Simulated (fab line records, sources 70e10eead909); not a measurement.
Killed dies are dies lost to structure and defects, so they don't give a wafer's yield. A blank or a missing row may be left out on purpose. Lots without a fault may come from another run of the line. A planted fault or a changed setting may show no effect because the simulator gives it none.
Which tool did it? | flow nand_harc | 24 lots, 72 wafers sampled, at 6 steps of a route of 1302

WHAT THE GAUGES READ, wafer by wafer
The record holds no reading of a measuring or inspecting step that can be judged against a usual standard deviation.

WHICH TOOL RAN EACH LOT (tool, then ch and the chambers of the sampled wafers, then the start)
lot  | NHARC_A_STAIRCASE_STRIP_274                   | NHARC_A_STAIRCASE_HM_DEP_459  | NHARC_A_STAIRCASE_DEP_325       | NHARC_A_STAIRCASE_CMP_152     | NHARC_A_STAIRCASE_ETCHBACK_422     | NHARC_A_STAIRCASE_CMP_472
L075 | rie_diel-11 ch 0,1,2, day 17 02:22 or earlier | acl_dep-02 ch 0, day 17 02:22 | pecvd-02 ch 0, day 18 23:13     | cmp-01 ch 0,1,3, day 19 13:09 | rie_diel-11 ch 0,1,3, day 19 13:37 | cmp-03 ch 0,1, day 19 14:32
L074 | rie_diel-08 ch 0,2, day 17 07:14 or earlier   | acl_dep-01 ch 0, day 17 07:14 | pecvd-01 ch 1,2, day 18 22:59   | cmp-02 ch 0,3, day 19 12:47   | rie_diel-11 ch 2,3, day 19 13:14   | cmp-02 ch 0,1,3, day 19 14:17
L076 | rie_diel-04 ch 0,1, day 17 15:34 or earlier   | acl_dep-01 ch 0, day 17 15:34 | pecvd-02 ch 0, day 19 05:49     | cmp-02 ch 1,2,3, day 19 21:38 | rie_diel-08 ch 1,2,3, day 19 22:07 | cmp-01 ch 2,3, day 19 22:59
L077 | rie_diel-08 ch 0,2,3, day 17 22:44 or earlier | acl_dep-02 ch 0, day 17 22:44 | pecvd-04 ch 0,1, day 19 14:10   | cmp-03 ch 0,1,2, day 20 03:16 | rie_diel-11 ch 0,1,2, day 20 03:45 | cmp-01 ch 1,2, day 20 04:40
L079 | rie_diel-04 ch 0,1,3, day 19 05:16 or earlier | acl_dep-01 ch 0, day 19 05:16 | pecvd-01 ch 0,1, day 20 23:19   | cmp-02 ch 0,2, day 21 19:23   | rie_diel-04 ch 1,2,3, day 21 19:52 | cmp-01 ch 1,2, day 21 20:46
L078 | rie_diel-04 ch 0,2, day 19 07:33 or earlier   | acl_dep-03 ch 0, day 19 07:33 | pecvd-02 ch 1,2, day 20 23:25   | cmp-02 ch 1,3, day 21 15:19   | rie_diel-04 ch 0,1,2, day 21 15:46 | cmp-01 ch 0,3, day 21 16:41
L080 | rie_diel-08 ch 0,1,2, day 19 20:12 or earlier | acl_dep-03 ch 0, day 19 20:12 | pecvd-02 ch 0,1,2, day 21 12:16 | cmp-03 ch 0,2,3, day 22 01:45 | rie_diel-04 ch 0,2,3, day 22 02:14 | cmp-01 ch 0,2, day 22 03:11
L082 | rie_diel-04 ch 0,1, day 19 23:38 or earlier   | acl_dep-03 ch 0, day 19 23:38 | pecvd-02 ch 0,2, day 21 12:50   | cmp-02 ch 0,1,2, day 22 03:09 | rie_diel-04 ch 0,3, day 22 03:37   | cmp-03 ch 0,1,2, day 22 04:33
L081 | rie_diel-08 ch 1,2,3, day 19 23:41 or earlier | acl_dep-02 ch 0, day 19 23:41 | pecvd-04 ch 0,1,2, day 21 12:16 | cmp-01 ch 0,1,2, day 22 02:02 | rie_diel-04 ch 1,2,3, day 22 02:29 | cmp-03 ch 0,2,3, day 22 03:27
L083 | rie_diel-08 ch 1,2,3, day 20 13:14 or earlier | acl_dep-02 ch 0, day 20 13:14 | pecvd-01 ch 0,2, day 22 11:34   | cmp-03 ch 1,3, day 23 03:20   | rie_diel-08 ch 0,3, day 23 05:36   | cmp-03 ch 0,1,3, day 23 06:40
L085 | rie_diel-11 ch 1,3, day 21 02:22 or earlier   | acl_dep-03 ch 0, day 21 02:22 | pecvd-04 ch 1,2, day 22 18:34   | cmp-03 ch 0,1,3, day 23 08:14 | rie_diel-11 ch 0,3, day 23 08:44   | cmp-02 ch 2,3, day 23 09:39
L086 | rie_diel-11 ch 0,1, day 21 04:15 or earlier   | acl_dep-01 ch 0, day 21 04:15 | pecvd-01 ch 0,1,2, day 22 18:34 | cmp-02 ch 0,1, day 23 07:58   | rie_diel-11 ch 0,2,3, day 23 08:27 | cmp-03 ch 1,2,3, day 23 09:23
L084 | rie_diel-04 ch 0,1,3, day 21 05:50 or earlier | acl_dep-02 ch 0, day 21 05:50 | pecvd-02 ch 1,2, day 22 18:34   | cmp-01 ch 0,1,2, day 23 09:05 | rie_diel-11 ch 0,1,3, day 23 09:32 | cmp-01 ch 2,3, day 23 10:32
L087 | rie_diel-04 ch 1,2,3, day 21 14:13 or earlier | acl_dep-02 ch 0, day 21 14:13 | pecvd-04 ch 0,2, day 23 09:26   | cmp-02 ch 0,3, day 23 22:45   | rie_diel-11 ch 0,1,2, day 23 23:14 | cmp-03 ch 1,2, day 24 00:10
L090 | rie_diel-04 ch 1,2, day 23 01:02 or earlier   | acl_dep-03 ch 0, day 23 01:02 | pecvd-04 ch 0,1,2, day 24 17:48 | cmp-01 ch 0,1,2, day 25 12:14 | rie_diel-04 ch 0,1,2, day 25 12:41 | cmp-01 ch 0,2, day 25 13:37
L089 | rie_diel-08 ch 0,1,3, day 23 02:52 or earlier | acl_dep-01 ch 0, day 23 02:52 | pecvd-01 ch 0,1,2, day 24 17:48 | cmp-02 ch 0,1,3, day 25 12:32 | rie_diel-11 ch 1,2,3, day 25 13:01 | cmp-02 ch 0,2,3, day 25 13:56
L088 | rie_diel-04 ch 1,2,3, day 23 03:16 or earlier | acl_dep-02 ch 0, day 23 03:16 | pecvd-02 ch 0,1,2, day 24 17:55 | cmp-01 ch 0,1,3, day 25 15:29 | rie_diel-11 ch 2,3, day 25 15:55   | cmp-01 ch 0,1, day 25 16:49
L091 | rie_diel-04 ch 1,2,3, day 24 04:18 or earlier | acl_dep-02 ch 0, day 24 04:18 | pecvd-01 ch 0,1,2, day 26 07:06 | cmp-02 ch 1,3, day 26 23:14   | rie_diel-08 ch 0,1,3, day 27 00:07 | cmp-01 ch 0,2,3, day 27 02:04
L093 | rie_diel-11 ch 0,2,3, day 24 16:18 or earlier | acl_dep-02 ch 0, day 24 16:18 | pecvd-04 ch 0,1,2, day 26 14:20 | cmp-02 ch 1,2, day 27 05:31   | rie_diel-11 ch 1,3, day 27 06:03   | cmp-03 ch 0,1,3, day 27 07:00
L092 | rie_diel-04 ch 0,2,3, day 24 18:08 or earlier | acl_dep-02 ch 0, day 24 18:08 | pecvd-02 ch 0,2, day 26 14:34   | cmp-01 ch 1,2,3, day 27 04:09 | rie_diel-11 ch 1,2,3, day 27 04:37 | cmp-01 ch 1,2, day 27 05:30
L094 | rie_diel-11 ch 1,2, day 25 01:52 or earlier   | acl_dep-01 ch 0, day 25 01:52 | pecvd-04 ch 0,1,2, day 26 20:14 | cmp-01 ch 1,2, day 27 11:53   | rie_diel-11 ch 2,3, day 27 12:25   | cmp-03 ch 0,1,2, day 27 13:19
L095 | rie_diel-04 ch 1,2,3, day 25 10:55 or earlier | acl_dep-03 ch 0, day 25 10:55 | pecvd-01 ch 0,2, day 27 02:55   | cmp-02 ch 0,1,3, day 27 17:50 | rie_diel-04 ch 1,2, day 27 18:16   | cmp-03 ch 0,1,2, day 27 19:11
L097 | rie_diel-08 ch 0,1,3, day 25 20:04 or earlier | acl_dep-01 ch 0, day 25 20:04 | pecvd-01 ch 0,1, day 27 17:56   | cmp-01 ch 1,2,3, day 28 10:04 | rie_diel-11 ch 1,2, day 28 10:30   | cmp-02 ch 0,2,3, day 28 11:31
L096 | rie_diel-04 ch 0,1,3, day 26 03:20 or earlier | acl_dep-01 ch 0, day 26 03:20 | pecvd-04 ch 1,2, day 28 01:12   | cmp-01 ch 0,1,2, day 28 16:35 | rie_diel-11 ch 0,2,3, day 28 17:02 | cmp-01 ch 1,2,3, day 28 17:59
- NHARC_A_STAIRCASE_STRIP_274: strips in O2.
- NHARC_A_STAIRCASE_HM_DEP_459: deposits aC, target thk 1500 nm.
- NHARC_A_STAIRCASE_DEP_325: deposits SiO2, target thk 7200 nm.
- NHARC_A_STAIRCASE_CMP_152: polishes.
- NHARC_A_STAIRCASE_ETCHBACK_422: etches the open film in CH3F/O2, target depth 40 nm, time 74.286 s.
- NHARC_A_STAIRCASE_CMP_472: polishes SiO2.

WHAT THE TOOLS THEMSELVES READ (means of the sampled wafers that have a number; where no wafer has one, the mark that the record gives instead)
NHARC_A_STAIRCASE_STRIP_274. Usual: drypump_motor_current_A 5.9 A, standard deviation 0.52; oes_product_au 1.002 a.u., standard deviation 0.0077; rf_vpp_V 57.6 V, standard deviation 0.85; showerhead_plenum_p_Torr 3.43 Torr, standard deviation 0.076; throttle_valve_pct 17.037 %, standard deviation 0.0096.
lot  | tool        | drypump_motor_current_A (A) | oes_product_au (a.u.) | rf_vpp_V (V) | showerhead_plenum_p_Torr (Torr) | throttle_valve_pct (%) | flag
L075 | rie_diel-11 | 5.9                         | 1.003                 | 57.7         | 3.46                            | 17.030                 |
L074 | rie_diel-08 | 5.7                         | 1.003                 | 58.2         | 3.50                            | 17.041                 |
L076 | rie_diel-04 | 6.3                         | 1.013                 | 58.0         | 3.53                            | 17.038                 |
L077 | rie_diel-08 | 5.8                         | 1.000                 | 58.0         | 3.45                            | 17.042                 |
L079 | rie_diel-04 | 6.0                         | 1.001                 | 57.9         | 3.46                            | 17.042                 |
L078 | rie_diel-04 | 6.6                         | 1.006                 | 58.3         | 3.42                            | 17.040                 |
L080 | rie_diel-08 | 5.3                         | 1.000                 | 57.7         | 3.49                            | 17.031                 |
L082 | rie_diel-04 | 6.3                         | 1.004                 | 57.1         | 3.52                            | 17.044                 |
L081 | rie_diel-08 | 5.6                         | 1.008                 | 57.0         | 3.43                            | 17.027                 |
L083 | rie_diel-08 | 5.6                         | 1.002                 | 57.3         | 3.42                            | 17.040                 |
L085 | rie_diel-11 | 5.8                         | 0.995                 | 58.4         | 3.44                            | 17.038                 |
L086 | rie_diel-11 | 5.6                         | 1.007                 | 58.0         | 3.50                            | 17.042                 |
L084 | rie_diel-04 | 6.0                         | 1.002                 | 57.9         | 3.45                            | 17.038                 |
L087 | rie_diel-04 | 6.1                         | 1.008                 | 57.8         | 3.39                            | 17.042                 |
L090 | rie_diel-04 | 6.4                         | 0.997                 | 57.5         | 3.39                            | 17.036                 |
L089 | rie_diel-08 | 5.4                         | 1.006                 | 57.9         | 3.42                            | 17.038                 |
L088 | rie_diel-04 | 6.0                         | 0.996                 | 57.8         | 3.38                            | 17.037                 |
L091 | rie_diel-04 | 6.0                         | 1.002                 | 57.8         | 3.38                            | 17.053                 |
L093 | rie_diel-11 | 5.9                         | 0.997                 | 57.9         | 3.42                            | 17.040                 |
L092 | rie_diel-04 | 6.3                         | 0.995                 | 57.8         | 3.39                            | 17.041                 |
L094 | rie_diel-11 | 6.2                         | 0.995                 | 57.8         | 3.38                            | 17.025                 |
L095 | rie_diel-04 | 6.0                         | 0.996                 | 57.3         | 3.37                            | 17.040                 |
L097 | rie_diel-08 | 5.4                         | 1.003                 | 58.0         | 3.41                            | 17.039                 |
L096 | rie_diel-04 | 6.0                         | 1.003                 | 58.1         | 3.43                            | 17.036                 |

NHARC_A_STAIRCASE_HM_DEP_459. Usual: throttle_valve_pct 35.001 %, standard deviation 0.0095.
lot  | tool       | throttle_valve_pct (%) | flag
L075 | acl_dep-02 | 34.997                 |
L074 | acl_dep-01 | 34.998                 |
L076 | acl_dep-01 | 35.006                 |
L077 | acl_dep-02 | 35.000                 |
L079 | acl_dep-01 | 35.013                 |
L078 | acl_dep-03 | 35.002                 |
L080 | acl_dep-03 | 35.006                 |
L082 | acl_dep-03 | 35.005                 |
L081 | acl_dep-02 | 35.009                 |
L083 | acl_dep-02 | 34.997                 |
L085 | acl_dep-03 | 35.003                 |
L086 | acl_dep-01 | 35.008                 |
L084 | acl_dep-02 | 35.007                 |
L087 | acl_dep-02 | 34.999                 |
L090 | acl_dep-03 | 34.993                 |
L089 | acl_dep-01 | 35.002                 |
L088 | acl_dep-02 | 34.991                 |
L091 | acl_dep-02 | 34.999                 |
L093 | acl_dep-02 | 34.998                 |
L092 | acl_dep-02 | 35.008                 |
L094 | acl_dep-01 | 35.001                 |
L095 | acl_dep-03 | 35.002                 |
L097 | acl_dep-01 | 34.994                 |
L096 | acl_dep-01 | 35.000                 |

NHARC_A_STAIRCASE_DEP_325. Usual: heater_power_w 668 W, standard deviation 90; mfc_precursor_sccm 200.0 sccm, standard deviation 0.65.
lot  | tool     | heater_power_w (W) | mfc_precursor_sccm (sccm) | flag
L075 | pecvd-02 | 566                | 199.8                     |
L074 | pecvd-01 | 642                | 199.4                     |
L076 | pecvd-02 | 571                | 200.2                     |
L077 | pecvd-04 | 694                | 199.6                     |
L079 | pecvd-01 | 641                | 199.3                     |
L078 | pecvd-02 | 663                | 200.8                     |
L080 | pecvd-02 | 632                | 200.5                     |
L082 | pecvd-02 | 623                | 199.8                     |
L081 | pecvd-04 | 719                | 200.3                     |
L083 | pecvd-01 | 629                | 200.3                     |
L085 | pecvd-04 | 742                | 200.1                     |
L086 | pecvd-01 | 625                | 199.7                     |
L084 | pecvd-02 | 628                | 200.3                     |
L087 | pecvd-04 | 728                | 199.6                     |
L090 | pecvd-04 | 694                | 199.6                     |
L089 | pecvd-01 | 705                | 200.1                     |
L088 | pecvd-02 | 631                | 200.2                     |
L091 | pecvd-01 | 618                | 200.4                     |
L093 | pecvd-04 | 766                | 199.6                     |
L092 | pecvd-02 | 613                | 200.2                     |
L094 | pecvd-04 | 741                | 199.7                     |
L095 | pecvd-01 | 677                | 200.9                     |
L097 | pecvd-01 | 619                | 200.2                     |
L096 | pecvd-04 | 714                | 199.9                     |

NHARC_A_STAIRCASE_CMP_152. Usual: motor_current_A 12.5 A, standard deviation 0.86.
lot  | tool   | motor_current_A (A) | flag
L075 | cmp-01 | 12.8                |
L074 | cmp-02 | 12.3                |
L076 | cmp-02 | 12.3                |
L077 | cmp-03 | 12.7                |
L079 | cmp-02 | 12.7                |
L078 | cmp-02 | 11.5                |
L080 | cmp-03 | 11.9                |
L082 | cmp-02 | 12.7                |
L081 | cmp-01 | 12.7                |
L083 | cmp-03 | 11.7                |
L085 | cmp-03 | 12.0                |
L086 | cmp-02 | 12.4                |
L084 | cmp-01 | 12.8                |
L087 | cmp-02 | 12.3                |
L090 | cmp-01 | 12.3                |
L089 | cmp-02 | 12.3                |
L088 | cmp-01 | 12.1                |
L091 | cmp-02 | 12.3                |
L093 | cmp-02 | 12.7                |
L092 | cmp-01 | 12.9                |
L094 | cmp-01 | 13.0                |
L095 | cmp-02 | 12.1                |
L097 | cmp-01 | 12.8                |
L096 | cmp-01 | 12.5                |

NHARC_A_STAIRCASE_ETCHBACK_422. Usual: drypump_motor_current_A 5.9 A, standard deviation 0.41; oes_product_au 0.96 a.u., standard deviation 0.04; rf_vpp_V 243.1 V, standard deviation 1; showerhead_plenum_p_Torr 2.38 Torr, standard deviation 0.05; throttle_valve_pct 20.663 %, standard deviation 0.0087.
lot  | tool        | drypump_motor_current_A (A) | oes_product_au (a.u.) | rf_vpp_V (V) | showerhead_plenum_p_Torr (Torr) | throttle_valve_pct (%) | flag
L075 | rie_diel-11 | 5.7                         | 1.00                  | 243.3        | 2.42                            | 20.657                 |
L074 | rie_diel-11 | 6.2                         | 0.99                  | 242.5        | 2.36                            | 20.656                 |
L076 | rie_diel-08 | 5.6                         | 0.92                  | 242.9        | 2.38                            | 20.658                 |
L077 | rie_diel-11 | 5.9                         | 1.00                  | 243.7        | 2.40                            | 20.672                 |
L079 | rie_diel-04 | 6.0                         | 0.92                  | 242.6        | 2.36                            | 20.661                 |
L078 | rie_diel-04 | 6.3                         | 0.93                  | 243.8        | 2.41                            | 20.660                 |
L080 | rie_diel-04 | 6.2                         | 0.93                  | 243.3        | 2.37                            | 20.666                 |
L082 | rie_diel-04 | 5.9                         | 0.93                  | 243.0        | 2.37                            | 20.659                 |
L081 | rie_diel-04 | 6.0                         | 1.00                  | 242.2        | 2.36                            | 20.671                 |
L083 | rie_diel-08 | 5.6                         | 0.93                  | 243.4        | 2.39                            | 20.671                 |
L085 | rie_diel-11 | 5.6                         | 1.00                  | 243.8        | 2.43                            | 20.664                 |
L086 | rie_diel-11 | 5.9                         | 0.92                  | 243.3        | 2.39                            | 20.664                 |
L084 | rie_diel-11 | 5.7                         | 0.93                  | 242.7        | 2.41                            | 20.668                 |
L087 | rie_diel-11 | 5.9                         | 1.00                  | 244.1        | 2.39                            | 20.664                 |
L090 | rie_diel-04 | 6.3                         | 1.00                  | 243.7        | 2.39                            | 20.659                 |
L089 | rie_diel-11 | 6.0                         | 0.92                  | 242.6        | 2.36                            | 20.669                 |
L088 | rie_diel-11 | 6.2                         | 0.93                  | 242.9        | 2.34                            | 20.656                 |
L091 | rie_diel-08 | 5.4                         | 0.93                  | 242.9        | 2.37                            | 20.656                 |
L093 | rie_diel-11 | 5.8                         | 1.00                  | 243.4        | 2.37                            | 20.662                 |
L092 | rie_diel-11 | 6.1                         | 1.01                  | 242.2        | 2.35                            | 20.660                 |
L094 | rie_diel-11 | 6.2                         | 1.01                  | 242.2        | 2.33                            | 20.668                 |
L095 | rie_diel-04 | 6.1                         | 0.93                  | 243.0        | 2.38                            | 20.661                 |
L097 | rie_diel-11 | 6.2                         | 1.01                  | 242.5        | 2.34                            | 20.661                 |
L096 | rie_diel-11 | 5.9                         | 1.01                  | 242.1        | 2.37                            | 20.654                 |

NHARC_A_STAIRCASE_CMP_472. Usual: motor_current_A 12.5 A, standard deviation 0.92.
lot  | tool   | motor_current_A (A) | flag
L075 | cmp-03 | 12.4                |
L074 | cmp-02 | 12.5                |
L076 | cmp-01 | 13.8                |
L077 | cmp-01 | 12.8                |
L079 | cmp-01 | 13.3                |
L078 | cmp-01 | 12.3                |
L080 | cmp-01 | 12.2                |
L082 | cmp-03 | 12.4                |
L081 | cmp-03 | 11.9                |
L083 | cmp-03 | 11.9                |
L085 | cmp-02 | 11.8                |
L086 | cmp-03 | 11.5                |
L084 | cmp-01 | 13.3                |
L087 | cmp-03 | 12.2                |
L090 | cmp-01 | 12.5                |
L089 | cmp-02 | 12.2                |
L088 | cmp-01 | 11.8                |
L091 | cmp-01 | 12.5                |
L093 | cmp-03 | 12.0                |
L092 | cmp-01 | 13.0                |
L094 | cmp-03 | 12.2                |
L095 | cmp-03 | 12.4                |
L097 | cmp-02 | 12.6                |
L096 | cmp-01 | 13.4                |

THE ANSWER, worked out from the rows above alone
Rule: a lot is off if the mean of its wafers that have a number lies more than 3 standard deviations from the usual mean. A lot without any number at a reading at which 4 lots or more have one is off too. The other lots that the step has rows for count as sound. The gauges are gone through in route order, then the tools' own readings, and for those a lot's mean is taken as printed above. The first step at which some lot is off is used, and at that step the reading that is off furthest; a lot without a number counts as furthest.
No lot is off at any reading shown: from this, nothing can be told.

WHAT THE SIMULATOR HAD PUT IN
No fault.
